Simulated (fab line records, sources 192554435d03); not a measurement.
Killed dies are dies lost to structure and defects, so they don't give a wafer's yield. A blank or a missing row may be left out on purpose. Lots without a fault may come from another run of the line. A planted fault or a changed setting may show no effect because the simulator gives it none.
Chamber matching | flow n5_finfet | N5_BEOL_M13_ETCH_67 on rie_diel-02: 4 sister chambers
The step etches SiARC in CF4, target depth 143 nm, time 238.3 s. 4 wafers are shown with their chamber, then 9 later ones without.

WAFERS WITH THEIR CHAMBER
wafer  | chamber | showerhead_plenum_p_Torr (Torr)
L076.4 | 0       | 2.06
L077.5 | 2       | 2.13
L084.1 | 1       | 2.25
L084.6 | 3       | 2.01

WAFERS WITHOUT THEIR CHAMBER
wafer  | showerhead_plenum_p_Torr (Torr)
L087.1 | 2.24
L087.2 | 2.12
L087.4 | 2.12
L090.1 | 2.24
L090.3 | 2.26
L090.5 | 2.26
L095.2 | 2.12
L095.4 | 2.04
L095.5 | 2.04

WHICH CHAMBER EACH WENT THROUGH
wafer  | from the rows above     | in truth
L087.1 | 1                       | 1
L087.2 | 2                       | 2
L087.4 | 2                       | 2
L090.1 | 1                       | 1
L090.3 | 1                       | 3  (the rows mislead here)
L090.5 | 1                       | 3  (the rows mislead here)
L095.2 | 2                       | 2
L095.4 | can't be placed: 0 or 3 | 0
L095.5 | can't be placed: 0 or 3 | 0
Placed correctly: 5 of 9. Can't be placed from these rows: 2 (the true chamber is among the candidates in 2). Placed wrongly: 2.
How it was worked out, from the rows above alone: a wafer's distance from a chamber is the root of the sum, over the readings, of the square of ((its reading less the chamber's mean) divided by the reading's scatter). The wafer belongs to the nearest chamber; if the next one is less than 2 further off, it can't be placed. A chamber's mean is the mean of its shown wafers. The scatter: with one shown wafer a chamber, the root of the mean of the squares of how far each hidden wafer lies from its nearest shown one.
